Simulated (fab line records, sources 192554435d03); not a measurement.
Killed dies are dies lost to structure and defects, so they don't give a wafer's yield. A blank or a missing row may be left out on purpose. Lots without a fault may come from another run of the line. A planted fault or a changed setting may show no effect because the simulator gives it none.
Split-lot experiment | flow n5_finfet | 7 lots, 39 wafers read, on a route of 1938 steps

THE SPLIT
At N5_PMOS_HMC_CHANNEL_EPI_DEVELOP_08 (develop time 30 s), the setting develop_time_s was moved away from the recipe's 30 s on 18 of the 39 wafers read, by -43.8% to +47.5%. The other wafers ran this setting at the recipe's value.

The file shows no step between the split and the reading.

THE READING
cd_nm, in nm, at N5_PMOS_HMC_CHANNEL_EPI_CD_MEAS_09 (target cd 237.4 nm). Fault-free wafers of this fab line usually give 237.3 nm, standard deviation 0.85 nm.

wafer  | tool, chamber at the split | develop_time_s as run, s | against the recipe | cd_nm, nm | against lot-mates on the recipe
L074.2 | litho_track-02, 0          | 30                       | recipe             | 235.9     | -
L074.4 | litho_track-02, 0          | 30                       | recipe             | 238.0     | -
L074.6 | litho_track-02, 0          | 30                       | recipe             | 237.2     | -
L077.1 | litho_track-02, 0          | 19.62                    | -34.6%             | 234.7     | -2.8
L077.2 | litho_track-02, 0          | 30                       | recipe             | 237.7     | -
L077.3 | litho_track-02, 0          | 30                       | recipe             | 236.8     | -
L077.4 | litho_track-02, 0          | 19.62                    | -34.6%             | 234.5     | -3.0
L077.5 | litho_track-02, 0          | 30                       | recipe             | 238.0     | -
L077.6 | litho_track-02, 0          | 19.62                    | -34.6%             | 233.2     | -4.3
L081.1 | litho_track-02, 0          | 20.71                    | -31.0%             | 234.7     | -2.6
L081.2 | litho_track-02, 0          | 20.71                    | -31.0%             | 235.7     | -1.6
L081.3 | litho_track-02, 0          | 30                       | recipe             | 237.6     | -
L081.4 | litho_track-02, 0          | 30                       | recipe             | 237.1     | -
L081.5 | litho_track-02, 0          | 20.71                    | -31.0%             | 234.4     | -2.9
L081.6 | litho_track-02, 0          | 30                       | recipe             | 237.1     | -
L085.1 | litho_track-05, 0          | 30                       | recipe             | 237.1     | -
L085.2 | litho_track-05, 0          | 39.15                    | +30.5%             | 239.1     | +2.1
L085.3 | litho_track-05, 0          | 30                       | recipe             | 236.7     | -
L085.4 | litho_track-05, 0          | 39.15                    | +30.5%             | 240.7     | +3.7
L085.5 | litho_track-05, 0          | 39.15                    | +30.5%             | 238.6     | +1.6
L085.6 | litho_track-05, 0          | 30                       | recipe             | 237.3     | -
L089.1 | litho_track-02, 0          | 16.86                    | -43.8%             | 232.1     | -4.5
L089.2 | litho_track-02, 0          | 16.86                    | -43.8%             | 233.2     | -3.4
L089.3 | litho_track-02, 0          | 16.86                    | -43.8%             | 233.1     | -3.5
L089.4 | litho_track-02, 0          | 30                       | recipe             | 236.2     | -
L089.5 | litho_track-02, 0          | 30                       | recipe             | 236.4     | -
L089.6 | litho_track-02, 0          | 30                       | recipe             | 237.3     | -
L093.1 | litho_track-02, 0          | 22.41                    | -25.3%             | 235.1     | -2.3
L093.2 | litho_track-02, 0          | 30                       | recipe             | 237.1     | -
L093.3 | litho_track-02, 0          | 30                       | recipe             | 237.5     | -
L093.4 | litho_track-02, 0          | 30                       | recipe             | 237.7     | -
L093.5 | litho_track-02, 0          | 22.41                    | -25.3%             | 234.3     | -3.1
L093.6 | litho_track-02, 0          | 22.41                    | -25.3%             | 234.8     | -2.6
L096.1 | litho_track-02, 0          | 30                       | recipe             | 237.8     | -
L096.2 | litho_track-02, 0          | 30                       | recipe             | 237.4     | -
L096.3 | litho_track-02, 0          | 44.24                    | +47.5%             | 240.7     | +2.9
L096.4 | litho_track-02, 0          | 44.24                    | +47.5%             | 240.4     | +2.6
L096.5 | litho_track-02, 0          | 44.24                    | +47.5%             | 240.3     | +2.5
L096.6 | litho_track-02, 0          | 30                       | recipe             | 238.3     | -

THE FIT
A straight line over all 39 wafers: cd_nm changes by +0.0821 nm for each +1% of develop_time_s; r = +0.95; the points scatter about the line by 0.67 nm.
The same after taking each lot's own level away (the mean of its wafers on the recipe; 39 wafers): +0.0775 nm for each +1%; r = +0.95; scatter 0.65 nm.
On that fit, the largest move of develop_time_s shifts the reading by 3.7 nm.
The lots' own levels span 236.63 to 237.83 nm, that is 1.4 times the standard deviation above.
So the lot-to-lot level changes the slope little: the two slopes agree.
Check: with one of the wafers moved furthest among these (+47.5%) left out of the fit, the line predicts +3.56 nm for it against its lot-mates. It came out at +2.87 nm against them.

THE WHOLE CHAIN: every reading that the file lists as answering this split, in the file's order
step                               | what it does                                                      | reading                                                                     | change (the file's fit)                | r (the file's)
N5_PMOS_HMC_CHANNEL_EPI_CD_MEAS_09 | target cd 237.4 nm                                                | cd_nm                                                                       | +0.0792 nm for each +1% of the setting | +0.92
N5_PMOS_HMC_CHANNEL_EPI_DESCUM_14  | chemistry O2, time 7.9 s                                          | PMOS_HMC_CHANNEL_EPI.cd_nm (the simulator's own value, which no gauge read) | +0.0837 nm for each +1% of the setting | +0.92
N5_PMOS_HMC_CHANNEL_EPI_HM_OPEN_15 | chemistry CHF3/O2, target SiO2, target depth 40.6 nm, time 20.3 s | PMOS_HMC_CHANNEL_EPI.cd_nm (the simulator's own value, which no gauge read) | +0.0847 nm for each +1% of the setting | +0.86

THE FILE'S OWN FIT
cd_nm changes by +0.0792 nm for each +1% of develop_time_s, r = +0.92.
